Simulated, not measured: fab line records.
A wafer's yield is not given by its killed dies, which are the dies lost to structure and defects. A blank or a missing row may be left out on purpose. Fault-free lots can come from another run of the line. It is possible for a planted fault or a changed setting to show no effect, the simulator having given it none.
fab line records ; flow n5Finfet ; part 1 of 2: steps 1 to 21 of 32
[record] lots = 5; wafers = 15; lastDay = 15
route steps=1938 shown BEOL_M11@1576 BEOL_M12@1602
lots untouched by any fault: they come from a run of this same line in which no faults occurred
startH: hours from the record's first day to the start of the lot's first wafer shown ; waitH: how many hours have passed since the lot's step before this one ; " the same as in the row above ; L1.1+2: a row that stands for several wafers ; - value missing, or start not given ; * or withheld: withheld ; < > ~ a bound
route shown NAME@n: names a module that has steps shown in the file, with the first one's number in the route ; usual: mean/standard deviation taken from wafers without a fault ; same: alike in all rows ; chamber/n: place in a boat ; sites: the reading at each site ; _std_site: the standard deviation of these ; _edge_site: inner sites' mean taken away from outer sites' mean ; radiusMm: how far each site lies from the wafer's centre ; mask NAME#n: copy n ; behind: the last tool/chamber to shape the wafer ; hold: the reason the lot was held/the length of the hold in hours/how it ended ; device: the n, p or np transistor that did not switch ; end of line: tests run on the same wafers once the route is complete ; a step without rows: its recipe alone ; killed: count of dies lost to structure and defects at first sort (not the wafer's yield) ; map: the dies of a wafer, with x for killed, . for not killed, _ for no die there
set.NAME: the setting the step ran with; set.NAME@STEP: the setting that earlier step ran with ; model.NAME: the simulator's own value behind a step, which no gauge read
lots at some steps of the route; a table a step, a row a wafer
services: the hour from which a tool's chamber was out of use, counted from the record's first day as startH (under 0 if before that day), plus the number of hours and why
[[steps]]
[step N5_BEOL_M11_STRIP_73]
[recipe] chemistry = C4F6/O2; resist = SiARC; rfFrequencyHz = 6e+07
lot.wafer;tool;chamber;startH;waitH
L074.1+5+6;rieDiel-01;1,3,2;234.03;0.0
L078.1+2+4;rieDiel-06;1,3,0;250.12;0.0
L080.3+5+6;rieDiel-01;2,1,2;284.09;0.0
L086.4+5+6;rieDiel-03;0,3,2;312.91;0.0
L091.1+4+5;rieDiel-03;1,0,3;328.66;0.0
[step N5_BEOL_M11_STRIP_36]
[recipe] chemistry = N2/H2; powerW = 450; tempC = 40; pressureMtorr = 20; rfFrequencyHz = 6e+07; overashFraction = 0.3; biasPowerW = 7; h2Frac = 0.5; n2FlowSccm = 200; h2FlowSccm = 200
[usual] drypumpMotorCurrentA = 5.8/0.47; oesProductAu = 0.79/0.087; rfVppV = 59.3/1.8; showerheadPlenumPTorr = 2.49/0.065; throttleValvePct = 23.75/0.27
lot.wafer;tool;chamber;startH;waitH;drypumpMotorCurrentA;oesProductAu;rfHoursCounterH;rfVppV;showerheadPlenumPTorr;throttleValvePct
L074.1;rieDiel-01;1;234.04;0.0;5.9;0.84;81;63.4;2.45;23.22
L074.5;rieDiel-01;3;234.04;0.0;6.7;0.74;-;57.1;2.54;23.74
L074.6;rieDiel-01;2;234.04;0.0;6.1;0.90;-;58.5;2.49;24.12
L078.1;rieDiel-06;1;250.13;0.0;5.3;0.71;225;59.7;2.41;23.85
L078.2;rieDiel-06;3;250.13;0.0;5.0;0.73;194;59.1;2.41;23.70
L078.4;rieDiel-06;0;250.13;0.0;6.2;0.85;-;59.7;2.46;23.39
L080.3;rieDiel-01;2;284.10;0.0;6.1;0.85;46;59.5;2.49;24.14
L080.5;rieDiel-01;1;284.10;0.0;5.9;0.84;-;62.4;2.44;23.26
L080.6;rieDiel-01;2;284.10;0.0;6.1;0.85;-;61.5;2.48;24.15
L086.4;rieDiel-03;0;312.92;0.0;6.0;0.86;66;60.1;2.58;23.86
L086.5;rieDiel-03;3;312.92;0.0;5.0;0.69;-;58.8;2.39;23.68
L086.6;rieDiel-03;2;312.92;0.0;5.6;0.69;-;60.5;2.51;24.01
L091.1;rieDiel-03;1;328.67;0.0;5.6;0.88;18;60.4;2.49;23.91
L091.4;rieDiel-03;0;328.67;0.0;6.0;0.85;71;58.8;2.57;23.89
L091.5;rieDiel-03;3;328.67;0.0;5.0;0.68;-;58.6;2.39;23.66
[step N5_BEOL_M11_TRENCH_ETCH_37]
[recipe] chemistry = C4F6/O2; targetDepthA = 1488.3; target = SiCOH_lowk; timeS = 48; ionEnergyEv = 250; pressureMtorr = 30; sourceW = 345; biasW = 185; Ar_flow_sccm = 300; C4F6_flow_sccm = 10; O2_flow_sccm = 10
[usual] drypumpMotorCurrentA = 5.8/0.47; oes_f_703_au = 0.79/0.084; oes_o_777_au = 0.79/0.085; oesProductAu = 0.79/0.089; rfVppV = 661/13; showerheadPlenumPTorr = 2.79/0.064; throttleValvePct = 21.01/0.22
lot.wafer;tool;chamber;startH;waitH;drypumpMotorCurrentA;oes_f_703_au;oes_o_777_au;oesProductAu;rfHoursCounterH;rfVppV;showerheadPlenumPTorr;throttleValvePct
L074.1;rieDiel-01;1;-;-;5.8;0.84;0.82;0.85;81;652;2.77;20.76
L074.5;rieDiel-01;3;-;-;6.7;0.77;0.77;0.73;-;653;2.84;20.94
L074.6;rieDiel-01;2;-;-;6.0;0.92;0.93;0.90;-;667;2.79;20.98
L078.1;rieDiel-06;1;-;-;5.3;0.70;0.69;0.70;225;661;2.73;20.94
L078.2;rieDiel-06;3;-;-;5.0;0.72;0.71;0.73;194;670;2.71;21.03
L078.4;rieDiel-06;0;-;-;6.2;0.84;0.83;0.83;-;647;2.78;20.75
L080.3;rieDiel-01;2;-;-;6.1;0.89;0.90;0.86;46;669;2.78;21.03
L080.5;rieDiel-01;1;-;-;5.8;0.83;0.81;0.83;-;652;2.76;20.79
L080.6;rieDiel-01;2;-;-;6.1;0.89;0.90;0.87;-;667;2.78;21.02
L086.4;rieDiel-03;0;-;-;6.0;0.81;0.83;0.85;66;677;2.85;20.86
L086.5;rieDiel-03;3;-;-;5.0;0.68;0.68;0.70;-;673;2.69;21.06
L086.6;rieDiel-03;2;-;-;5.6;0.70;0.71;0.70;-;644;2.83;21.50
L091.1;rieDiel-03;1;-;-;5.6;0.90;0.88;0.90;18;675;2.77;21.07
L091.4;rieDiel-03;0;-;-;5.9;0.81;0.83;0.83;71;678;2.85;20.86
L091.5;rieDiel-03;3;-;-;5.0;0.68;0.68;0.69;-;674;2.69;21.07
[step N5_BEOL_M11_ETCH_41]
[recipe] chemistry = CH3F/O2; target = SiCN; targetDepthA = 426; taperDeg = 2; timeS = 86; ionEnergyEv = 120; maskMaterial = TiN; pressureMtorr = 30; sourceW = 395; biasW = 75; Ar_flow_sccm = 150; CH3F_flow_sccm = 30; O2_flow_sccm = 20
[usual] drypumpMotorCurrentA = 5.8/0.47; oesProductAu = 0.79/0.088; rfVppV = 296.6/1.3; showerheadPlenumPTorr = 1.96/0.048; throttleValvePct = 16.39/0.22
lot.wafer;tool;chamber;startH;waitH;drypumpMotorCurrentA;oesProductAu;rfHoursCounterH;rfVppV;showerheadPlenumPTorr;throttleValvePct
L074.1;rieDiel-01;1;-;-;5.9;0.85;81;296.3;1.94;16.14
L074.5;rieDiel-01;3;-;-;6.7;0.74;-;296.7;1.99;16.33
L074.6;rieDiel-01;2;-;-;6.0;0.90;-;296.4;1.96;16.29
L078.1;rieDiel-06;1;-;-;5.3;0.70;226;295.1;1.91;16.31
L078.2;rieDiel-06;3;-;-;5.0;0.72;194;295.6;1.90;16.49
L078.4;rieDiel-06;0;-;-;6.2;0.83;-;298.3;1.95;16.13
L080.3;rieDiel-01;2;-;-;6.0;0.86;46;296.5;1.95;16.34
L080.5;rieDiel-01;1;-;-;5.9;0.83;-;296.1;1.93;16.18
L080.6;rieDiel-01;2;-;-;6.1;0.86;-;296.4;1.95;16.34
L086.4;rieDiel-03;0;-;-;6.0;0.85;66;297.4;2.01;16.28
L086.5;rieDiel-03;3;-;-;5.0;0.69;-;295.0;1.88;16.51
L086.6;rieDiel-03;2;-;-;5.6;0.69;-;296.8;1.99;16.84
L091.1;rieDiel-03;1;-;-;5.7;0.90;18;294.7;1.95;16.40
L091.4;rieDiel-03;0;-;-;6.0;0.82;71;297.4;2.01;16.30
L091.5;rieDiel-03;3;-;-;5.0;0.69;-;296.2;1.88;16.52
[step N5_BEOL_M11_STRIP_77]
[recipe] chemistry = N2/H2; timeS = 10; powerW = 450; tempC = 40; pressureMtorr = 20; rfFrequencyHz = 6e+07; biasPowerW = 7; n2FlowSccm = 200; h2FlowSccm = 200
[usual] drypumpMotorCurrentA = 5.8/0.47; oesProductAu = 0.79/0.088; rfVppV = 59.0/0.79; showerheadPlenumPTorr = 2.49/0.065; throttleValvePct = 23.75/0.27
lot.wafer;tool;chamber;startH;waitH;drypumpMotorCurrentA;oesProductAu;rfHoursCounterH;rfVppV;showerheadPlenumPTorr;throttleValvePct
L074.1;rieDiel-01;1;-;-;5.8;0.85;81;59.4;2.45;23.25
L074.5;rieDiel-01;3;-;-;6.7;0.74;-;59.7;2.54;23.77
L074.6;rieDiel-01;2;-;-;6.1;0.89;-;58.3;2.49;24.12
L078.1;rieDiel-06;1;-;-;5.3;0.71;226;58.8;2.41;23.86
L078.2;rieDiel-06;3;-;-;5.0;0.73;194;59.6;2.41;23.70
L078.4;rieDiel-06;0;-;-;6.2;0.84;-;59.6;2.47;23.38
L080.3;rieDiel-01;2;-;-;6.1;0.86;46;59.4;2.49;24.14
L080.5;rieDiel-01;1;-;-;5.8;0.83;-;58.4;2.44;23.26
L080.6;rieDiel-01;2;-;-;6.1;0.84;-;59.8;2.48;24.14
L086.4;rieDiel-03;0;-;-;6.0;0.85;66;57.6;2.58;23.88
L086.5;rieDiel-03;3;-;-;5.0;0.69;-;57.2;2.39;23.70
L086.6;rieDiel-03;2;-;-;5.6;0.69;-;59.8;2.51;23.98
L091.1;rieDiel-03;1;-;-;5.7;0.90;18;58.4;2.49;23.94
L091.4;rieDiel-03;0;-;-;6.0;0.86;71;58.6;2.57;23.89
L091.5;rieDiel-03;3;-;-;5.0;0.69;-;58.7;2.39;23.69
[step N5_BEOL_M11_OCD_MEAS_38]
[usual] trenchDepthNm = 148.2/2.4
lot.wafer;tool;chamber;startH;waitH;trenchDepthNm
L074.1;ocd-02;-;234.27;-;150.8
L074.5;ocd-02;-;234.27;-;150.6
L074.6;ocd-02;-;234.27;-;151.1
L078.1;ocd-02;-;250.35;-;147.1
L078.2;ocd-02;-;250.35;-;149.2
L078.4;ocd-02;-;250.35;-;146.4
L080.3;ocd-02;-;284.32;-;150.5
L080.5;ocd-02;-;284.32;-;150.6
L080.6;ocd-02;-;284.32;-;150.3
L086.4;ocd-02;-;313.14;-;148.0
L086.5;ocd-02;-;313.14;-;147.3
L086.6;ocd-02;-;313.14;-;145.6
L091.1;ocd-02;-;328.89;-;148.3
L091.4;ocd-02;-;328.89;-;148.3
L091.5;ocd-02;-;328.89;-;145.3
[step N5_BEOL_M11_HM_STRIP_39]
[recipe] chemistry = peroxideTinStrip; material = TiN; targetDepthA = 250; tempC = 50; timeS = 158
[usual] bathHeatDutyPct = 7.2/0.97
lot.wafer;tool;chamber;startH;waitH;bathHeatDutyPct
L074.1;wetBench-01;4;234.30;0.0;8.4
L074.5;wetBench-01;1;234.30;0.0;8.0
L074.6;wetBench-01;3;234.30;0.0;6.7
L078.1;wetBench-05;7;250.39;0.0;8.4
L078.2;wetBench-05;5;250.39;0.0;6.3
L078.4;wetBench-05;3;250.39;0.0;7.6
L080.3;wetBench-06;2;284.35;0.0;7.6
L080.5;wetBench-06;0;284.35;0.0;5.8
L080.6;wetBench-06;4;284.35;0.0;6.3
L086.4;wetBench-06;2;313.17;0.0;6.4
L086.5;wetBench-06;7;313.17;0.0;7.7
L086.6;wetBench-06;6;313.17;0.0;7.8
L091.1;wetBench-01;3;328.92;0.0;7.5
L091.4;wetBench-01;5;328.92;0.0;7.4
L091.5;wetBench-01;1;328.92;0.0;8.1
[step N5_BEOL_M11_SRD_40]
[recipe] timeS = 30; tempC = 23; rinseLiquid = diw; dry = ipaMarangoni
[usual] bathHeatDutyPct = 3.6/0.63; doSupplyPpb = 10.00/0.1
lot.wafer;tool;chamber;startH;waitH;bathHeatDutyPct;doSupplyPpb
L074.1;wetBench-01;4;234.35;0.0;4.4;10.17
L074.5;wetBench-01;1;234.35;0.0;3.9;10.01
L074.6;wetBench-01;3;234.35;0.0;3.3;10.13
L078.1;wetBench-05;7;250.43;0.0;4.1;10.16
L078.2;wetBench-05;5;250.43;0.0;3.3;10.06
L078.4;wetBench-05;3;250.43;0.0;4.1;9.98
L080.3;wetBench-06;2;284.40;0.0;3.4;10.20
L080.5;wetBench-06;0;284.40;0.0;2.9;10.08
L080.6;wetBench-06;4;284.40;0.0;3.1;9.98
L086.4;wetBench-06;2;313.22;0.0;3.4;9.96
L086.5;wetBench-06;7;313.22;0.0;3.7;10.07
L086.6;wetBench-06;6;313.22;0.0;4.1;10.02
L091.1;wetBench-01;3;328.97;0.0;3.3;9.92
L091.4;wetBench-01;5;328.97;0.0;3.7;10.12
L091.5;wetBench-01;1;328.97;0.0;4.0;9.94
[step N5_BEOL_M11_PRECLEAN_42]
[recipe] chemistry = residueRemover; timeS = 60; tempC = 40
[usual] bathHeatDutyPct = 4.6/0.67
lot.wafer;tool;chamber;startH;waitH;bathHeatDutyPct
L074.1;wetBench-01;4;234.37;0.0;4.7
L074.5;wetBench-01;1;234.37;0.0;4.4
L074.6;wetBench-01;3;234.37;0.0;3.6
L078.1;wetBench-05;7;250.45;0.0;5.5
L078.2;wetBench-05;5;250.45;0.0;3.6
L078.4;wetBench-05;3;250.45;0.0;4.8
L080.3;wetBench-06;2;284.41;0.0;4.3
L080.5;wetBench-06;0;284.41;0.0;4.2
L080.6;wetBench-06;4;284.41;0.0;4.7
L086.4;wetBench-06;2;313.24;0.0;4.5
L086.5;wetBench-06;7;313.24;0.0;3.9
L086.6;wetBench-06;6;313.24;0.0;4.8
L091.1;wetBench-01;3;328.99;0.0;3.3
L091.4;wetBench-01;5;328.99;0.0;6.1
L091.5;wetBench-01;1;328.99;0.0;4.8
[step N5_BEOL_M11_SRD_43]
[recipe] timeS = 30; tempC = 23; rinseLiquid = diw; dry = ipaMarangoni
[usual] bathHeatDutyPct = 3.7/0.62; doSupplyPpb = 10.01/0.11
lot.wafer;tool;chamber;startH;waitH;bathHeatDutyPct;doSupplyPpb
L074.1;wetBench-01;4;234.39;0.0;4.1;10.07
L074.5;wetBench-01;1;234.39;0.0;3.8;9.95
L074.6;wetBench-01;3;234.39;0.0;3.4;10.13
L078.1;wetBench-05;7;250.47;0.0;4.4;10.00
L078.2;wetBench-05;5;250.47;0.0;2.8;10.03
L078.4;wetBench-05;3;250.47;0.0;3.6;10.01
L080.3;wetBench-06;2;284.43;0.0;3.5;10.11
L080.5;wetBench-06;0;284.43;0.0;3.6;10.04
L080.6;wetBench-06;4;284.43;0.0;3.2;10.31
L086.4;wetBench-06;2;313.25;0.0;3.1;10.15
L086.5;wetBench-06;7;313.25;0.0;3.5;10.06
L086.6;wetBench-06;6;313.25;0.0;4.6;10.17
L091.1;wetBench-01;3;329.00;0.0;4.2;10.00
L091.4;wetBench-01;5;329.00;0.0;4.6;10.00
L091.5;wetBench-01;1;329.00;0.0;3.4;10.18
[step N5_BEOL_M11_CD_MEAS_35]
[recipe] targetCdNm = 70; polarity = opening
[usual] cdNm = 70.3/0.57
lot.wafer;tool;chamber;startH;waitH;cdNm
L074.1;cdSem-02;-;234.43;0.0;69.6
L074.5;cdSem-02;-;234.43;0.0;70.1
L074.6;cdSem-02;-;234.43;0.0;70.2
L078.1;cdSem-01;-;250.51;0.0;69.8
L078.2;cdSem-01;-;250.51;0.0;70.4
L078.4;cdSem-01;-;250.51;0.0;70.8
L080.3;cdSem-02;-;284.47;0.0;70.4
L080.5;cdSem-02;-;284.47;0.0;69.2
L080.6;cdSem-02;-;284.47;0.0;69.5
L086.4;cdSem-02;-;313.30;0.0;70.3
L086.5;cdSem-02;-;313.30;0.0;70.1
L086.6;cdSem-02;-;313.30;0.0;70.3
L091.1;cdSem-02;-;329.04;0.0;70.3
L091.4;cdSem-02;-;329.04;0.0;69.2
L091.5;cdSem-02;-;329.04;0.0;69.7
[step N5_BEOL_M11_CURE_72]
[recipe] tempC = 370; timeS = 120; ambient = DMADMS/He; material = SiCOH_lowk
[usual] lampPowerPct = 52.31/0.055; wafer_temp_C_max = 371.6/0.44
lot.wafer;tool;chamber;startH;waitH;lampPowerPct;wafer_temp_C_max
L074.1;uvCure-02;2;234.47;0.0;52.26;371.4
L074.5;uvCure-02;2;234.47;0.0;52.29;371.6
L074.6;uvCure-02;2;234.47;0.0;52.31;371.7
L078.1;uvCure-02;0;250.55;0.0;52.38;371.2
L078.2;uvCure-02;0;250.55;0.0;52.30;371.4
L078.4;uvCure-02;0;250.55;0.0;52.26;371.4
L080.3;uvCure-01;2;284.61;0.1;52.33;371.4
L080.5;uvCure-01;2;284.61;0.1;52.19;370.8
L080.6;uvCure-01;2;284.61;0.1;52.26;371.6
L086.4;uvCure-02;1;313.48;0.2;52.36;372.0
L086.5;uvCure-02;1;313.48;0.2;52.30;371.8
L086.6;uvCure-02;1;313.48;0.2;52.31;372.2
L091.1;uvCure-03;1;329.08;0.0;52.34;371.4
L091.4;uvCure-03;1;329.08;0.0;52.32;371.3
L091.5;uvCure-03;1;329.08;0.0;52.35;371.2
[step N5_BEOL_M11_DEGAS_44]
[recipe] ambient = vacuum; tempC = 250; timeS = 60
[usual] heaterPowerW = 332/26
lot.wafer;tool;chamber;startH;waitH;heaterPowerW
L074.1;pvdSputter-01;-;235.02;0.5;326
L074.5;pvdSputter-01;-;235.02;0.5;335
L074.6;pvdSputter-01;-;235.02;0.5;343
L078.1;pvdSputter-02;-;250.97;0.4;360
L078.2;pvdSputter-02;-;250.97;0.4;303
L078.4;pvdSputter-02;-;250.97;0.4;308
L080.3;pvdSputter-03;-;284.83;0.2;342
L080.5;pvdSputter-03;-;284.83;0.2;388
L080.6;pvdSputter-03;-;284.83;0.2;328
L086.4;pvdSputter-02;-;313.86;0.3;325
L086.5;pvdSputter-02;-;313.86;0.3;313
L086.6;pvdSputter-02;-;313.86;0.3;338
L091.1;pvdSputter-03;-;330.34;1.2;340
L091.4;pvdSputter-03;-;330.34;1.2;352
L091.5;pvdSputter-03;-;330.34;1.2;387
[step N5_BEOL_M11_PRE_CLEAN_45]
[recipe] gas = H2/He; timeS = 30; tempC = 250
[usual] heaterPowerW = 332/25
lot.wafer;tool;chamber;startH;waitH;heaterPowerW
L074.1;pvdSputter-01;-;235.06;0.0;325
L074.5;pvdSputter-01;-;235.06;0.0;323
L074.6;pvdSputter-01;-;235.06;0.0;348
L078.1;pvdSputter-02;-;251.01;0.0;361
L078.2;pvdSputter-02;-;251.01;0.0;304
L078.4;pvdSputter-02;-;251.01;0.0;310
L080.3;pvdSputter-03;-;284.87;0.0;337
L080.5;pvdSputter-03;-;284.87;0.0;396
L080.6;pvdSputter-03;-;284.87;0.0;325
L086.4;pvdSputter-02;-;313.90;0.0;338
L086.5;pvdSputter-02;-;313.90;0.0;320
L086.6;pvdSputter-02;-;313.90;0.0;330
L091.1;pvdSputter-03;-;330.38;0.0;351
L091.4;pvdSputter-03;-;330.38;0.0;341
L091.5;pvdSputter-03;-;330.38;0.0;397
[step N5_BEOL_M11_ALD_74]
[recipe] material = TaN; targetThkA = 20; tempC = 275; aldPrecursorFamily = PDMAT; aldCoReactant = NH3; pressureTorr = 3; carrierFlowSccm = 1500; pulseTimeS = 2; purgeTimeS = 3; coReactantPurgeTimeS = 2; coReactantPulseTimeS = 3; aldCycles = 40; precursorVesselTempC = 75; precursorVesselPressureTorr = 26.25; precursorVesselCarrierSccm = 1000
[usual] heaterPowerW = 415/35
lot.wafer;tool;chamber;startH;waitH;heaterPowerW
L074.1;aldMetal-02;0;235.14;0.1;367
L074.5;aldMetal-02;1;235.14;0.1;434
L074.6;aldMetal-02;2;235.14;0.1;372
L078.1;aldMetal-01;2;251.07;0.0;455
L078.2;aldMetal-01;1;251.07;0.0;430
L078.4;aldMetal-01;3;251.07;0.0;394
L080.3;aldMetal-02;1;284.93;0.0;433
L080.5;aldMetal-02;3;284.93;0.0;419
L080.6;aldMetal-02;0;284.93;0.0;379
L086.4;aldMetal-01;2;313.96;0.0;442
L086.5;aldMetal-01;3;313.96;0.0;392
L086.6;aldMetal-01;2;313.96;0.0;446
L091.1;aldMetal-01;3;330.44;0.0;393
L091.4;aldMetal-01;1;330.44;0.0;440
L091.5;aldMetal-01;3;330.44;0.0;397
[step N5_BEOL_M11_SURFACE_TREAT_76]
[recipe] gas = Ar; timeS = *; ionEnergyEv = *; ionCurrentMaCm2 = 0.5; pressureMtorr = *; arFlowSccm = 30
[usual] throttleValvePct = *
lot.wafer;tool;chamber;startH;waitH;throttleValvePct
L074.1;pvdSputter-01;-;235.58;0.3;*
L074.5;pvdSputter-01;-;235.58;0.3;*
L074.6;pvdSputter-01;-;235.58;0.3;*
L078.1;pvdSputter-03;-;251.66;0.5;*
L078.2;pvdSputter-03;-;251.66;0.5;*
L078.4;pvdSputter-03;-;251.66;0.5;*
L080.3;pvdSputter-02;-;285.22;0.2;*
L080.5;pvdSputter-02;-;285.22;0.2;*
L080.6;pvdSputter-02;-;285.22;0.2;*
L086.4;pvdSputter-01;-;314.27;0.2;*
L086.5;pvdSputter-01;-;314.27;0.2;*
L086.6;pvdSputter-01;-;314.27;0.2;*
L091.1;pvdSputter-01;-;330.72;0.2;*
L091.4;pvdSputter-01;-;330.72;0.2;*
L091.5;pvdSputter-01;-;330.72;0.2;*
[step N5_BEOL_M11_CVD_75]
[recipe] material = Co; targetThkA = 20; tempC = withheld; precursor = CCTBA/H2; pressureTorr = 30; timeS = 138.9
lot.wafer;tool;chamber;startH;waitH
L074.1+5+6;cvdCo-02;0,2,1;235.64;0.0
L078.1+2+4;cvdCo-01;1,0,2;251.73;0.1
L080.3+5+6;cvdCo-02;1,2,1;285.34;0.1
L086.4+5+6;cvdCo-01;1,2,0;314.44;0.1
L091.1+4+5;cvdCo-02;1,1,2;330.78;0.0
[step N5_BEOL_M11_SPUTTER_48]
[recipe] material = Cu; targetThkA = 120; tempC = -20; biasV = 60; powerW = 26000; chamberPressurePa = 0.13; timeS = 2
[usual] throttleValvePct = 29.6/1.1
lot.wafer;tool;chamber;startH;waitH;throttleValvePct
L074.1;pvdSputter-01;-;235.80;0.1;28.7
L074.5;pvdSputter-01;-;235.80;0.1;30.7
L074.6;pvdSputter-01;-;235.80;0.1;29.0
L078.1;pvdSputter-03;-;251.86;0.1;30.7
L078.2;pvdSputter-03;-;251.86;0.1;28.7
L078.4;pvdSputter-03;-;251.86;0.1;28.7
L080.3;pvdSputter-02;-;285.46;0.1;30.1
L080.5;pvdSputter-02;-;285.46;0.1;31.2
L080.6;pvdSputter-02;-;285.46;0.1;29.3
L086.4;pvdSputter-02;-;314.56;0.1;29.6
L086.5;pvdSputter-02;-;314.56;0.1;29.4
L086.6;pvdSputter-02;-;314.56;0.1;30.2
L091.1;pvdSputter-01;-;330.92;0.1;30.7
L091.4;pvdSputter-01;-;330.92;0.1;27.5
L091.5;pvdSputter-01;-;330.92;0.1;29.1
[step N5_BEOL_M11_ECD_50]
[recipe] material = Cu; targetThkA = 3180
lot.wafer;tool;chamber;startH;waitH
L074.1+5+6;ecdCu-01;0,1,0;235.91;0.1
L078.1+2+4;ecdCu-01;0,1,0;251.98;0.1
L080.3+5+6;ecdCu-02;0,0,1;285.60;0.1
L086.4+5+6;ecdCu-01;1,0,1;314.70;0.1
L091.1+4+5;ecdCu-01;0,0,1;331.04;0.1
[step N5_BEOL_M11_ANNEAL_51]
[recipe] tempC = 225; timeS = 90; ambient = N2
[usual] wafer_temp_C_max = 225.78/0.22
lot.wafer;tool;chamber;startH;waitH;wafer_temp_C_max
L074.1;rtpAnneal-02;0;236.02;0.1;225.79
L074.5;rtpAnneal-02;0;236.02;0.1;225.82
L074.6;rtpAnneal-02;0;236.02;0.1;225.78
L078.1;rtpAnneal-01;0;252.09;0.1;226.05
L078.2;rtpAnneal-01;0;252.09;0.1;225.78
L078.4;rtpAnneal-01;0;252.09;0.1;226.00
L080.3;rtpAnneal-01;0;285.77;0.1;225.68
L080.5;rtpAnneal-01;0;285.77;0.1;225.72
L080.6;rtpAnneal-01;0;285.77;0.1;225.73
L086.4;rtpAnneal-01;0;314.98;0.2;225.66
L086.5;rtpAnneal-01;0;314.98;0.2;225.80
L086.6;rtpAnneal-01;0;314.98;0.2;225.86
L091.1;rtpAnneal-01;0;331.15;0.1;226.00
L091.4;rtpAnneal-01;0;331.15;0.1;225.92
L091.5;rtpAnneal-01;0;331.15;0.1;225.66
[step N5_BEOL_M11_CMP_52]
[recipe] stopOn = SiCOH_lowk; tOverpolishS = 7; downForcePsi = 1; platenRpm = 50; clearingPlatenDownForcePsi = 1.5; clearingPlatenRpm = 50; postCmpClean = cuAlkaline; targetThkNm = 140; clearingPlatenPadVelocityMS = 0.99484; padVelocityMS = 0.99484
[usual] barrierFieldEndpointS = 29.1/0.85; motorCurrentA = 5.8/0.69; overpolishRunS = 7.000/0.0098; timeToEndpointS = 67/3.8
lot.wafer;tool;chamber;startH;waitH;barrierFieldEndpointS;motorCurrentA;overpolishRunS;timeToEndpointS
L074.1;cmp-01;3;236.32;0.3;29.0;6.8;6.991;68
L074.5;cmp-01;3;236.32;0.3;29.6;6.4;7.024;69
L074.6;cmp-01;0;236.32;0.3;28.5;5.5;7.010;63
L078.2;cmp-01;0;252.38;0.2;28.1;5.0;7.006;64
L078.1;cmp-01;1;252.38;0.2;28.2;6.3;7.008;60
L078.4;cmp-01;3;252.38;0.2;28.7;6.0;7.005;65
L080.3;cmp-03;2;286.02;0.2;28.4;7.2;6.989;61
L080.5;cmp-03;1;286.02;0.2;29.8;5.2;7.002;69
L080.6;cmp-03;2;286.02;0.2;29.0;7.3;6.998;61
L086.4;cmp-01;3;315.25;0.2;29.2;6.2;7.004;71
L086.5;cmp-01;0;315.25;0.2;28.8;5.4;6.992;63
L086.6;cmp-01;1;315.25;0.2;27.7;5.6;6.996;60
L091.4;cmp-03;1;331.53;0.2;30.0;5.6;6.995;68
L091.1;cmp-03;2;331.53;0.2;28.5;7.3;7.006;62
L091.5;cmp-03;1;331.53;0.2;29.7;5.2;7.007;69
